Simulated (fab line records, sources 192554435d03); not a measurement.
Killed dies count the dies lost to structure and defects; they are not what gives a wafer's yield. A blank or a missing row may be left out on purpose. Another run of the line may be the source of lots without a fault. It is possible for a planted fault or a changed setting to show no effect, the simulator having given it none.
Chamber matching / flow n5 finfet / N5_GATE_CUT_SAC_CAP_01 on ald sin-01: 4 sister chambers
The step material SiNx, target thk 24 nm, pulse time 1 s, ald cycles 480. 4 wafers are shown with their chamber, then 9 later ones without.

EACH WAFER AND ITS CHAMBER
wafer=L089.1; chamber=0; heater power w (W)=821
wafer=L091.1; chamber=2; heater power w (W)=729
wafer=L091.2; chamber=3; heater power w (W)=829
wafer=L091.4; chamber=1; heater power w (W)=874

WAFERS WHOSE CHAMBER IS MISSING
wafer=L092.1; heater power w (W)=818
wafer=L092.2; heater power w (W)=811
wafer=L092.3; heater power w (W)=723
wafer=L092.4; heater power w (W)=795
wafer=L092.5; heater power w (W)=815
wafer=L092.6; heater power w (W)=727
wafer=L095.1; heater power w (W)=820
wafer=L095.3; heater power w (W)=789
wafer=L095.6; heater power w (W)=724

EACH ONE'S CHAMBER
wafer=L092.1; from the rows above=can't be placed: 0 or 3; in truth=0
wafer=L092.2; from the rows above=can't be placed: 0 or 3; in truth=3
wafer=L092.3; from the rows above=2; in truth=2
wafer=L092.4; from the rows above=can't be placed: 0 or 3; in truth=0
wafer=L092.5; from the rows above=can't be placed: 0 or 3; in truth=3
wafer=L092.6; from the rows above=2; in truth=2
wafer=L095.1; from the rows above=can't be placed: 0 or 3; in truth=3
wafer=L095.3; from the rows above=can't be placed: 0 or 3 or 2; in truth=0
wafer=L095.6; from the rows above=2; in truth=2
Correct placement for 3 of the 9. Unplaceable from these rows: 6, with the true chamber sitting among the candidates in 6. Number placed wrongly: 0.
How it was worked out, from the rows above alone: a wafer's distance from a chamber is the root of the sum, over the readings, of the square of ((its reading less the chamber's mean) divided by the reading's scatter). If the next closest chamber is less than 2 further off than the closest, the wafer can't be placed; otherwise it belongs to the closest. Each chamber's mean is taken over the wafers shown for it. The scatter: with one shown wafer a chamber, the root of the mean of the squares of how far each hidden wafer lies from its nearest shown one.
